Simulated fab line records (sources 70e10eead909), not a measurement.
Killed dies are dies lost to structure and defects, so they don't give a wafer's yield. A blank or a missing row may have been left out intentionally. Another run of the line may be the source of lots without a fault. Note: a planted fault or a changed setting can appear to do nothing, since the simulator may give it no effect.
A struck lot beside a sound one	flow nand-harc	12 out of 1159 route steps
Sound: wafers L947.4, L947.5, L947.6. Wafers L955.3, L955.4, L955.5 were the ones struck. The cause is named last.
At each step with rows: each side's tool, then ch and its chambers, then its first start. Under that, the readings that differ: sound wafers	struck wafers	difference of the means	sigmas: that difference in standard deviations of wafers without a fault.
alike: readings whose means differ by less than 2 such deviations, and words and numbers that are the same on both sides. not compared: withheld readings, readings that some wafer has no value for, bounds like >300 that may hide the same value, and numbers for which the record gives no deviation and whose values overlap.
The two part at a step that has a row with sigmas, a row that says differs or no value, or rows on one side only. Numbers that have no deviation but don't overlap get no sigmas and don't part them. A reading that every wafer of one side lacks parts them only if that side has two wafers or more.

NHARC_A_CHANNEL_FILL_D1_CMP_10: polishes, target thk 150 nm.
  sound on cmp-02 ch 1,2,3, day 12 09:44; struck on cmp-04 ch 0,2, day 15 00:17
  alike: motor-current-A, time-to-endpoint-s
following that, these wafers have no rows for 1 step: NHARC_A_CHANNEL_FILL_D1_SRD_12.
NHARC_A_CHANNEL_FILL_D1_RTA_24: time 5 s.
  sound on rtp-anneal-02 ch 0, day 12 10:11; struck on rtp-anneal-01 ch 0, day 15 00:45
reading	sound	struck	difference	sigmas
lamp-power-pct (%)	29.60 29.65 29.57	30.24 30.23 30.27	+0.64	+2
wafer_temp_C_max	1004.0 1002.9 1005.2	1008.3 1005.0 1005.3	+2.2	+2
NHARC_A_CHANNEL_FILL_D1_INSPECT_13:
  sound on defect-inspect-02, day 12 10:19; struck on defect-inspect-01, day 15 00:54
  alike: raw-defect-count
NHARC_A_STAIRCASE_DEP_156: deposits SiNx, target thk 50 nm.
  sound on pecvd-02 ch 0,1,2, day 12 10:34; struck on pecvd-03 ch 0,1, day 15 00:59
  alike: heater-power-w, susceptor-temp-C
  not compared: since-wet-clean-h
then, 5 steps without rows for these wafers: NHARC_A_STAIRCASE_DEHYDRATE_158 (time 120 s); NHARC_A_STAIRCASE_HMDS_159 (time 30 s); NHARC_A_STAIRCASE_COAT_160; NHARC_A_STAIRCASE_SOFTBAKE_161 (time 170 s); NHARC_A_STAIRCASE_EBR_162.
NHARC_A_STAIRCASE_EXPOSE_163: exposes mask STAIR OPEN.
  sound on krf-scanner-03 ch 0, day 12 10:58; struck on krf-scanner-03 ch 0, day 15 01:35
reading	sound	struck	difference	sigmas
model.A_STAIRCASE.overlay-x-nm (nm)	-6.081 -6.081 -6.081	56.13 56.13 56.13	+62.21	
  alike: mask
then, 1 step without rows for these wafers: NHARC_A_STAIRCASE_PEB_164 (peb time 130 s).

== WHERE THEY PART ==
Only at NHARC_A_CHANNEL_FILL_D1_RTA_24, within this record. Later steps at which nothing parts them and some readings are alike: NHARC_A_CHANNEL_FILL_D1_INSPECT_13, NHARC_A_STAIRCASE_DEP_156, NHARC_A_STAIRCASE_EXPOSE_163.

WHY: whatever the simulator had introduced
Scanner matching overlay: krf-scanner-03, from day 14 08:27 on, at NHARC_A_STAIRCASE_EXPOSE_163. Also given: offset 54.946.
